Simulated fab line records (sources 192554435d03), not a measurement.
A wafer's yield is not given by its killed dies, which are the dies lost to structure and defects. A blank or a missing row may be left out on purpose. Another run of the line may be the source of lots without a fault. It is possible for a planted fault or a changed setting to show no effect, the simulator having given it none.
fab line records	flow n5-finfet
[record] lots = 24	wafers = 72	last-day = 17
route steps=1938 shown GATE_CUT@516 MOL_CONTACT_COAG@527
lots that met no fault: from a run of the same line without faults
start-h: start of the lot's first displayed wafer, in hours after the record's first day	wait-h: time in hours since the lot's previous step	" repeats the value in the row above	L1.1+2: a single row standing in for several wafers	- either no value or no given start	* or withheld: withheld	< > ~ a bound
route shown NAME@n: NAME is a module with steps in the file, n the number in the route of the first one	usual: mean and standard deviation over wafers with no fault	same: alike in all rows	chamber/n: place in a boat	sites: each site's reading	_std_site: standard deviation of those values	_edge_site: outer sites' mean less inner sites'	radius-mm: for every site, how far away it sits from the centre of the wafer	mask NAME#n: copy n	behind: the most recent tool/chamber to have shaped the wafer	hold: reason for holding the lot/hours on hold/outcome of the hold	device: names the non-switching transistor (n, p or np)	end of line: tests of these same wafers at the route's end	for a step that has no rows: nothing shown but its recipe	killed: dies lost to structure and defects at the first sort, not the wafer's yield	map: a wafer's dies, x killed, . not, _ none there
set.NAME: setting as actually run; set.NAME@STEP: the setting as run at that earlier step	model.NAME: the simulator's own value behind a step, which no gauge read
one table for each step of the route and one row for each wafer, over a sample of lots
services: from which hour (start-h, from the record's first day; less than 0 if before it) a tool's chamber was out of use, for how many hours, and why
[[steps]]
[step N5_GATE_CUT_INSPECT_26]
[recipe] inspect-instrument = darkfield	mode = post-cmp
[usual] raw-defect-count = 38/16
lot.wafer	tool	chamber	start-h	wait-h	raw-defect-count
L074.2	defect-inspect-01	-	90.77	0.0	11
L074.3	"	-	"	"	18
L074.4	"	-	"	"	14
L075.4	defect-inspect-02	-	93.68	0.0	20
L075.5	"	-	"	"	45
L075.6	"	-	"	"	24
L076.2	defect-inspect-02	-	99.68	0.0	31
L076.3	"	-	"	"	30
L076.6	"	-	"	"	51
L077.3	defect-inspect-01	-	105.77	0.0	53
L077.5	"	-	"	"	62
L077.6	"	-	"	"	38
L078.2	defect-inspect-01	-	114.21	0.0	36
L078.3	"	-	"	"	54
L078.4	"	-	"	"	31
L079.1	defect-inspect-02	-	120.30	0.0	43
L079.2	"	-	"	"	36
L079.6	"	-	"	"	36
L080.1	defect-inspect-01	-	122.10	0.0	32
L080.3	"	-	"	"	25
L080.4	"	-	"	"	27
L081.1	defect-inspect-01	-	130.43	0.0	21
L081.3	"	-	"	"	28
L081.6	"	-	"	"	43
L082.1	defect-inspect-01	-	134.52	0.0	39
L082.3	"	-	"	"	23
L082.4	"	-	"	"	27
L083.1	defect-inspect-02	-	139.03	0.0	26
L083.4	"	-	"	"	30
L083.5	"	-	"	"	43
L084.2	defect-inspect-01	-	145.63	0.0	35
L084.3	"	-	"	"	56
L084.6	"	-	"	"	31
L085.2	defect-inspect-01	-	155.15	0.0	29
L085.4	"	-	"	"	34
L085.5	"	-	"	"	31
L086.2	defect-inspect-02	-	157.59	0.0	40
L086.3	"	-	"	"	65
L086.6	"	-	"	"	31
L087.3	defect-inspect-02	-	165.57	0.0	87
L087.5	"	-	"	"	21
L087.6	"	-	"	"	35
L088.1	defect-inspect-01	-	170.98	0.0	78
L088.5	"	-	"	"	29
L088.6	"	-	"	"	28
L089.1	defect-inspect-02	-	179.57	0.0	29
L089.2	"	-	"	"	16
L089.3	"	-	"	"	35
L090.1	defect-inspect-01	-	184.69	0.0	86
L090.3	"	-	"	"	43
L090.5	"	-	"	"	63
L091.2	defect-inspect-01	-	187.03	0.0	25
L091.5	"	-	"	"	28
L091.6	"	-	"	"	24
L092.1	defect-inspect-01	-	194.21	0.0	54
L092.2	"	-	"	"	39
L092.4	"	-	"	"	25
L093.2	defect-inspect-02	-	199.41	0.0	51
L093.3	"	-	"	"	34
L093.4	"	-	"	"	49
L094.3	defect-inspect-01	-	210.27	0.0	33
L094.4	"	-	"	"	36
L094.6	"	-	"	"	37
L095.2	defect-inspect-02	-	213.34	0.0	47
L095.5	"	-	"	"	35
L095.6	"	-	"	"	5
L096.4	defect-inspect-01	-	221.51	0.0	21
L096.5	"	-	"	"	41
L096.6	"	-	"	"	36
L097.2	defect-inspect-02	-	229.55	0.0	33
L097.4	"	-	"	"	31
L097.6	"	-	"	"	33
[step N5_MOL_CONTACT_COAG_OVL_MEAS_09]
[recipe] points-per-wafer = 522
[usual] CA_OVL = 0.2/0.59
lot.wafer	tool	chamber	start-h	wait-h	CA_OVL[nm]
L074.2	overlay-02	0	91.23	0.0	0.0
L074.3	"	0	"	"	0.9
L074.4	"	0	"	"	-0.4
L075.4	overlay-02	0	94.03	0.0	-0.4
L075.5	"	0	"	"	0.9
L075.6	"	0	"	"	0.6
L076.2	overlay-01	0	100.01	0.0	0.5
L076.3	"	0	"	"	1.1
L076.6	"	0	"	"	0.7
L077.3	overlay-01	0	106.23	0.0	-0.5
L077.5	"	0	"	"	0.1
L077.6	"	0	"	"	1.2
L078.2	overlay-01	0	114.67	0.0	0.4
L078.3	"	0	"	"	0.2
L078.4	"	0	"	"	-0.1
L079.1	overlay-01	0	120.76	0.0	-0.1
L079.2	"	0	"	"	0.7
L079.6	"	0	"	"	-0.5
L080.1	overlay-02	0	122.55	0.0	0.5
L080.3	"	0	"	"	-0.2
L080.4	"	0	"	"	-0.8
L081.1	overlay-01	0	130.76	0.0	-0.5
L081.3	"	0	"	"	0.3
L081.6	"	0	"	"	0.0
L082.1	overlay-01	0	134.85	0.0	-0.2
L082.3	"	0	"	"	-1.0
L082.4	"	0	"	"	0.0
L083.1	overlay-01	0	139.36	0.0	-0.5
L083.4	"	0	"	"	0.2
L083.5	"	0	"	"	0.1
L084.2	overlay-01	0	146.09	0.0	1.0
L084.3	"	0	"	"	0.3
L084.6	"	0	"	"	1.4
L085.2	overlay-02	0	155.49	0.0	0.6
L085.4	"	0	"	"	0.4
L085.5	"	0	"	"	-0.2
L086.2	overlay-01	0	158.05	0.0	0.5
L086.3	"	0	"	"	0.6
L086.6	"	0	"	"	-0.3
L087.3	overlay-01	0	165.90	0.0	0.1
L087.5	"	0	"	"	0.5
L087.6	"	0	"	"	0.8
L088.1	overlay-01	0	171.31	0.0	0.3
L088.5	"	0	"	"	0.9
L088.6	"	0	"	"	0.7
L089.1	overlay-02	0	179.90	0.0	-0.4
L089.2	"	0	"	"	-1.1
L089.3	"	0	"	"	0.5
L090.1	overlay-02	0	185.02	0.0	0.1
L090.3	"	0	"	"	0.7
L090.5	"	0	"	"	-0.3
L091.2	overlay-01	0	187.49	0.0	1.0
L091.5	"	0	"	"	1.1
L091.6	"	0	"	"	1.1
L092.1	overlay-02	0	194.66	0.0	-1.1
L092.2	"	0	"	"	0.3
L092.4	"	0	"	"	-0.1
L093.2	overlay-02	0	199.87	0.0	0.1
L093.3	"	0	"	"	1.1
L093.4	"	0	"	"	0.4
L094.3	overlay-01	0	210.74	0.0	0.6
L094.4	"	0	"	"	0.1
L094.6	"	0	"	"	1.3
L095.2	overlay-02	0	213.67	0.0	0.3
L095.5	"	0	"	"	0.7
L095.6	"	0	"	"	0.0
L096.4	overlay-02	0	221.85	0.0	-0.2
L096.5	"	0	"	"	0.6
L096.6	"	0	"	"	0.6
L097.2	overlay-02	0	229.89	0.0	-0.3
L097.4	"	0	"	"	0.0
L097.6	"	0	"	"	-0.3
[step N5_MOL_CONTACT_COAG_SIL_ANNEAL_21]
[recipe] temp-c = 550	time-s = 60	ambient = N2
[usual] lamp-power-pct = 6.1/0.53	lamp_zone_3_pct = 6.1/0.53	wafer_temp_C_max = 552.5/0.54
lot.wafer	tool	chamber	start-h	wait-h	lamp-power-pct	lamp_zone_3_pct	wafer_temp_C_max
L074.2	rtp-anneal-02	0	93.18	0.4	7.0	7.0	552.9
L074.3	"	0	"	"	7.0	7.0	553.3
L074.4	"	0	"	"	7.0	7.0	553.0
L075.4	rtp-anneal-02	0	95.58	0.3	7.0	7.0	552.9
L075.5	"	0	"	"	7.0	7.0	553.1
L075.6	"	0	"	"	7.0	7.0	553.1
L076.2	rtp-anneal-01	0	101.83	0.3	5.8	5.8	551.9
L076.3	"	0	"	"	5.8	5.8	552.9
L076.6	"	0	"	"	5.8	5.8	552.8
L077.3	rtp-anneal-01	0	107.85	0.4	5.8	5.8	551.9
L077.5	"	0	"	"	5.8	5.8	552.8
L077.6	"	0	"	"	5.8	5.8	552.1
L078.2	rtp-anneal-01	0	116.21	0.2	5.8	5.8	551.8
L078.3	"	0	"	"	5.8	5.8	551.8
L078.4	"	0	"	"	5.8	5.8	551.9
L079.1	rtp-anneal-01	0	122.89	0.2	5.8	5.8	553.0
L079.2	"	0	"	"	5.8	5.8	553.1
L079.6	"	0	"	"	5.8	5.8	552.9
L080.1	rtp-anneal-01	0	124.33	0.2	5.8	5.8	552.6
L080.3	"	0	"	"	5.8	5.8	552.9
L080.4	"	0	"	"	5.8	5.8	551.6
L081.1	rtp-anneal-01	0	133.11	0.2	5.8	5.8	551.8
L081.3	"	0	"	"	5.8	5.8	551.2
L081.6	"	0	"	"	5.8	5.8	551.7
L082.1	rtp-anneal-01	0	138.09	0.2	5.8	5.8	552.0
L082.3	"	0	"	"	5.8	5.8	552.2
L082.4	"	0	"	"	5.8	5.8	552.9
L083.1	rtp-anneal-01	0	141.07	0.2	5.8	5.8	552.1
L083.4	"	0	"	"	5.8	5.8	552.2
L083.5	"	0	"	"	5.8	5.8	553.2
L084.2	rtp-anneal-02	0	148.36	0.2	7.0	7.0	552.9
L084.3	"	0	"	"	7.0	7.0	553.6
L084.6	"	0	"	"	7.0	7.0	552.7
L085.2	rtp-anneal-01	0	157.54	0.2	5.8	5.8	552.5
L085.4	"	0	"	"	5.8	5.8	551.6
L085.5	"	0	"	"	5.8	5.8	552.4
L086.2	rtp-anneal-01	0	160.10	0.5	5.8	5.8	552.6
L086.3	"	0	"	"	5.8	5.8	552.3
L086.6	"	0	"	"	5.8	5.8	552.2
L087.3	rtp-anneal-01	0	168.07	0.3	5.8	5.8	552.3
L087.5	"	0	"	"	5.8	5.8	552.9
L087.6	"	0	"	"	5.8	5.8	552.5
L088.1	rtp-anneal-01	0	173.49	0.2	5.8	5.8	551.3
L088.5	"	0	"	"	5.8	5.8	552.1
L088.6	"	0	"	"	5.8	5.8	552.3
L089.1	rtp-anneal-01	0	181.38	0.2	5.8	5.8	552.2
L089.2	"	0	"	"	5.8	5.8	552.5
L089.3	"	0	"	"	5.8	5.8	553.2
L090.1	rtp-anneal-02	0	186.65	0.2	7.0	7.0	551.6
L090.3	"	0	"	"	7.0	7.0	552.4
L090.5	"	0	"	"	7.0	6.9	553.3
L091.2	rtp-anneal-01	0	189.73	0.3	5.8	5.8	552.2
L091.5	"	0	"	"	5.8	5.8	552.4
L091.6	"	0	"	"	5.8	5.8	552.2
L092.1	rtp-anneal-02	0	196.59	0.2	7.0	7.0	552.8
L092.2	"	0	"	"	7.0	7.0	552.5
L092.4	"	0	"	"	7.0	7.0	553.0
L093.2	rtp-anneal-01	0	201.72	0.2	5.8	5.8	551.9
L093.3	"	0	"	"	5.8	5.8	551.8
L093.4	"	0	"	"	5.8	5.8	552.9
L094.3	rtp-anneal-02	0	212.27	0.3	7.0	7.0	553.6
L094.4	"	0	"	"	7.0	7.0	552.8
L094.6	"	0	"	"	7.0	7.0	552.8
L095.2	rtp-anneal-01	0	215.22	0.2	5.8	5.8	553.3
L095.5	"	0	"	"	5.8	5.8	552.8
L095.6	"	0	"	"	5.8	5.8	552.1
L096.4	rtp-anneal-01	0	223.87	0.3	5.8	5.8	552.8
L096.5	"	0	"	"	5.8	5.8	552.9
L096.6	"	0	"	"	5.8	5.8	552.6
L097.2	rtp-anneal-02	0	231.45	0.2	7.0	7.0	553.2
L097.4	"	0	"	"	7.0	7.0	553.6
L097.6	"	0	"	"	7.0	7.0	553.9
[step N5_MOL_CONTACT_COAG_CMP_28]
[recipe] stop-on = SiNx	t-overpolish-s = 0.85	post-cmp-clean = alkaline-brush	down-force-psi = 4.15	platen-rpm = 51.8	pad-velocity-m-s = 1.0307	target-thk-nm = 14.522
[usual] motor-current-A = 12.7/1.2	time-to-endpoint-s = 4/3
lot.wafer	tool	chamber	start-h	wait-h	motor-current-A	time-to-endpoint-s
L074.4	cmp-04	1	100.87	0.8	10.3	7
L074.3	"	2	"	"	13.6	6
L074.2	"	0	"	"	12.6	6
L075.4	cmp-04	1	102.54	0.9	10.8	4
L075.5	"	2	"	"	13.9	0
L075.6	"	3	"	"	13.6	0
L076.2	cmp-01	0	109.81	0.8	12.2	4
L076.3	"	3	"	"	12.9	13
L076.6	"	1	"	"	12.3	8
L077.3	cmp-01	0	113.40	0.9	12.3	4
L077.6	"	0	"	"	11.6	3
L077.5	"	1	"	"	12.0	7
L078.4	cmp-03	3	122.60	0.8	14.2	7
L078.2	"	0	"	"	13.6	5
L078.3	"	1	"	"	11.7	1
L079.2	cmp-04	2	130.21	0.9	14.7	3
L079.1	"	3	"	"	13.6	0
L079.6	"	1	"	"	10.2	6
L080.1	cmp-01	2	130.93	0.8	10.8	5
L080.4	"	3	"	"	13.0	7
L080.3	"	0	"	"	12.0	2
L081.1	cmp-01	3	140.44	0.8	13.5	8
L081.3	"	1	"	"	12.1	7
L081.6	"	2	"	"	10.5	4
L082.1	cmp-03	3	144.22	0.8	14.4	8
L082.4	"	0	"	"	13.8	6
L082.3	"	2	"	"	13.1	1
L083.1	cmp-01	0	148.39	0.9	12.9	0
L083.4	"	3	"	"	12.7	6
L083.5	"	1	"	"	11.9	7
L084.2	cmp-03	1	154.76	0.8	12.5	0
L084.3	"	2	"	"	12.8	2
L084.6	"	0	"	"	14.1	7
L085.2	cmp-01	3	164.21	0.8	12.7	7
L085.4	"	1	"	"	11.5	5
L085.5	"	3	"	"	13.0	5
L086.2	cmp-01	0	167.79	0.8	12.5	2
L086.3	"	2	"	"	10.5	0
L086.6	"	1	"	"	11.7	6
L087.3	cmp-03	3	174.49	0.9	13.3	6
L087.6	"	0	"	"	13.7	11
L087.5	"	1	"	"	12.0	0
L088.1	cmp-03	2	182.40	0.9	13.9	4
L088.6	"	3	"	"	13.5	8
L088.5	"	0	"	"	13.0	8
L089.2	cmp-03	2	188.69	1.1	13.6	2
L089.3	"	3	"	"	14.1	6
L089.1	"	0	"	"	13.4	8
L090.1	cmp-03	0	192.32	0.8	14.0	10
L090.3	"	2	"	"	13.3	2
L090.5	"	1	"	"	12.7	2
L091.2	cmp-01	1	195.71	0.8	11.6	9
L091.6	"	1	"	"	12.1	4
L091.5	"	2	"	"	10.5	5
L092.4	cmp-03	0	203.03	0.8	13.2	10
L092.1	"	1	"	"	12.6	3
L092.2	"	2	"	"	13.4	3
L093.4	cmp-04	3	208.40	0.8	13.9	0
L093.3	"	0	"	"	12.4	2
L093.2	"	1	"	"	10.9	6
L094.3	cmp-01	2	220.31	0.9	10.9	3
L094.4	"	3	"	"	12.1	5
L094.6	"	0	"	"	12.3	2
L095.2	cmp-04	0	220.43	0.8	12.8	4
L095.6	"	3	"	"	14.4	1
L095.5	"	0	"	"	12.2	2
L096.4	cmp-03	2	229.89	0.9	14.1	0
L096.5	"	0	"	"	13.8	8
L096.6	"	1	"	"	11.8	0
L097.4	cmp-04	2	237.45	0.8	13.3	5
L097.2	"	0	"	"	12.7	6
L097.6	"	3	"	"	13.4	4
[step N5_MOL_CONTACT_COAG_ALD_123]
[recipe] material = SiNx	target-thk-a = 50	temp-c = 400	ald-precursor-family = SiH2I2	ald-co-reactant = N2/H2-plasma	pulse-time-s = 1	purge-time-s = 2	co-reactant-purge-time-s = 2	ald-cycles = 100	pressure-torr = 2
[usual] heater-power-w = 843/74	precursor-pulse-height-rel = 1.001/0.02
lot.wafer	tool	chamber	start-h	wait-h	heater-power-w	precursor-pulse-height-rel
L074.2	ald-sin-02	0	101.37	0.2	822	0.984
L074.3	"	2	"	"	854	1.000
L074.4	"	3	"	"	842	0.997
L075.4	ald-sin-04	0	102.76	0.0	785	0.995
L075.5	"	3	"	"	915	0.977
L075.6	"	2	"	"	756	0.951
L076.2	ald-sin-04	0	110.14	0.0	793	0.988
L076.3	"	2	"	"	750	1.018
L076.6	"	2	"	"	759	1.024
L077.3	ald-sin-02	3	113.73	0.0	843	0.999
L077.5	"	1	"	"	815	0.997
L077.6	"	0	"	"	822	1.019
L078.2	ald-sin-02	0	122.94	0.0	830	0.993
L078.3	"	2	"	"	874	1.010
L078.4	"	3	"	"	843	1.020
L079.1	ald-sin-03	2	130.50	0.0	848	1.013
L079.2	"	3	"	"	740	0.974
L079.6	"	0	"	"	898	0.991
L080.1	ald-sin-03	0	131.27	0.0	859	0.961
L080.3	"	1	"	"	1047	1.018
L080.4	"	0	"	"	876	1.001
L081.1	ald-sin-03	2	140.73	0.0	820	0.950
L081.3	"	1	"	"	1048	1.004
L081.6	"	0	"	"	892	1.029
L082.1	ald-sin-03	3	144.56	0.0	723	1.020
L082.3	"	2	"	"	839	1.000
L082.4	"	1	"	"	1069	0.989
L083.1	ald-sin-02	0	148.72	0.0	815	1.043
L083.4	"	3	"	"	837	1.024
L083.5	"	1	"	"	831	1.052
L084.2	ald-sin-03	1	155.06	0.0	1045	0.995
L084.3	"	2	"	"	866	1.017
L084.6	"	1	"	"	1031	1.023
L085.2	ald-sin-04	0	164.50	0.0	808	1.006
L085.4	"	1	"	"	816	1.011
L085.5	"	1	"	"	823	1.016
L086.2	ald-sin-02	1	168.65	0.6	802	0.971
L086.3	"	0	"	"	841	0.962
L086.6	"	1	"	"	818	1.009
L087.3	ald-sin-03	3	174.70	0.0	734	0.995
L087.5	"	2	"	"	840	1.012
L087.6	"	3	"	"	706	1.018
L088.1	ald-sin-02	2	182.75	0.2	854	0.994
L088.5	"	3	"	"	837	1.020
L088.6	"	0	"	"	808	1.003
L089.1	ald-sin-02	1	189.02	0.0	793	1.030
L089.2	"	0	"	"	823	1.013
L089.3	"	3	"	"	837	1.041
L090.1	ald-sin-04	2	192.76	0.1	758	1.001
L090.3	"	1	"	"	815	1.014
L090.5	"	3	"	"	901	0.995
L091.2	ald-sin-02	1	196.04	0.0	794	1.004
L091.5	"	2	"	"	874	1.010
L091.6	"	1	"	"	842	1.028
L092.1	ald-sin-02	1	203.39	0.1	817	1.029
L092.2	"	0	"	"	817	0.974
L092.4	"	2	"	"	856	0.964
L093.2	ald-sin-03	2	208.88	0.2	846	0.975
L093.3	"	0	"	"	835	0.993
L093.4	"	1	"	"	1025	1.009
L094.3	ald-sin-04	2	220.56	0.0	766	0.977
L094.4	"	3	"	"	896	0.976
L094.6	"	1	"	"	832	0.979
L095.2	ald-sin-04	2	221.05	0.4	780	0.998
L095.5	"	2	"	"	760	1.030
L095.6	"	3	"	"	919	0.966
L096.4	ald-sin-03	0	230.16	0.0	871	0.990
L096.5	"	0	"	"	855	0.993
L096.6	"	3	"	"	745	0.999
L097.2	ald-sin-04	3	237.90	0.2	898	1.018
L097.4	"	0	"	"	804	1.002
L097.6	"	3	"	"	906	1.014
[step N5_MOL_CONTACT_COAG_OVL_MEAS_85]
[recipe] points-per-wafer = 522
[usual] VG_OVL = -0.1/0.75
lot.wafer	tool	chamber	start-h	wait-h	VG_OVL[nm]
L074.2	overlay-01	0	102.25	0.0	0.1
L074.3	"	0	"	"	1.1
L074.4	"	0	"	"	-0.2
L075.4	overlay-01	0	103.65	0.0	-0.4
L075.5	"	0	"	"	-0.6
L075.6	"	0	"	"	-0.5
L076.2	overlay-02	0	111.15	0.0	0.1
L076.3	"	0	"	"	0.1
L076.6	"	0	"	"	0.1
L077.3	overlay-01	0	114.75	0.0	-0.8
L077.5	"	0	"	"	-0.7
L077.6	"	0	"	"	-1.2
L078.2	overlay-01	0	123.81	0.0	0.6
L078.3	"	0	"	"	0.9
L078.4	"	0	"	"	0.1
L079.1	overlay-01	0	131.51	0.0	0.3
L079.2	"	0	"	"	0.5
L079.6	"	0	"	"	0.0
L080.1	overlay-01	0	132.15	0.0	-0.1
L080.3	"	0	"	"	-0.8
L080.4	"	0	"	"	-0.2
L081.1	overlay-02	0	141.62	0.0	1.0
L081.3	"	0	"	"	0.3
L081.6	"	0	"	"	0.3
L082.1	overlay-02	0	145.46	0.0	0.5
L082.3	"	0	"	"	0.1
L082.4	"	0	"	"	0.7
L083.1	overlay-02	0	149.71	0.0	1.2
L083.4	"	0	"	"	0.7
L083.5	"	0	"	"	1.3
L084.2	overlay-02	0	156.06	0.0	-0.5
L084.3	"	0	"	"	-0.3
L084.6	"	0	"	"	-0.2
L085.2	overlay-01	0	165.50	0.0	-1.7
L085.4	"	0	"	"	-1.0
L085.5	"	0	"	"	-0.7
L086.2	overlay-02	0	169.53	0.0	0.7
L086.3	"	0	"	"	0.9
L086.6	"	0	"	"	0.1
L087.3	overlay-01	0	175.71	0.0	0.3
L087.5	"	0	"	"	-0.5
L087.6	"	0	"	"	-0.8
L088.1	overlay-01	0	183.63	0.0	-1.0
L088.5	"	0	"	"	-0.7
L088.6	"	0	"	"	-1.2
L089.1	overlay-01	0	189.93	0.1	-0.9
L089.2	"	0	"	"	-0.5
L089.3	"	0	"	"	0.2
L090.1	overlay-01	0	193.76	0.0	-0.9
L090.3	"	0	"	"	-0.6
L090.5	"	0	"	"	-2.1
L091.2	overlay-02	0	196.94	0.0	0.5
L091.5	"	0	"	"	-0.4
L091.6	"	0	"	"	0.7
L092.1	overlay-01	0	204.28	0.0	0.6
L092.2	"	0	"	"	0.8
L092.4	"	0	"	"	-0.9
L093.2	overlay-01	0	209.90	0.0	0.7
L093.3	"	0	"	"	0.0
L093.4	"	0	"	"	0.5
L094.3	overlay-02	0	221.45	0.0	-0.5
L094.4	"	0	"	"	-1.2
L094.6	"	0	"	"	0.0
L095.2	overlay-01	0	222.05	0.0	-0.4
L095.5	"	0	"	"	0.4
L095.6	"	0	"	"	-0.3
L096.4	overlay-01	0	231.05	0.0	-0.2
L096.5	"	0	"	"	-0.8
L096.6	"	0	"	"	0.5
L097.2	overlay-01	0	238.91	0.0	0.0
L097.4	"	0	"	"	-1.4
L097.6	"	0	"	"	0.2
[[services]]
tool	chamber	start-h	hours	kind
ald-sin-02	2	70.99	11.1	repair
cmp-01	-	77.63	3.9	repair
cmp-03	-	84.39	5.3	pm
ald-sin-04	-	85.53	14.0	pm
cmp-01	-	91.16	17.3	pm
ald-sin-02	-	102.55	2.8	pm
cmp-03	-	128.69	10.4	pm
cmp-01	-	141.81	1.9	repair
cmp-04	-	145.70	4.9	pm
ald-sin-03	0	149.07	8.7	repair
ald-sin-03	-	164.77	4.3	pm
cmp-03	-	165.98	4.6	repair
ald-sin-03	-	176.75	14.0	pm
ald-sin-03	0	176.75	14.0	vent-cycle
cmp-04	-	184.76	10.6	repair
cmp-01	-	187.15	1.7	repair
cmp-03	-	195.14	4.0	pm
cmp-03	-	199.14	-	consumable-replace:conditioner
cmp-03	-	199.14	-	consumable-replace:pad
cmp-01	-	207.58	2.0	repair
cmp-01	-	226.68	4.9	pm
ald-sin-02	-	231.00	0.8	repair
cmp-04	-	233.36	2.1	repair
cmp-01	-	234.43	27.3	repair
[[key]]
fault none
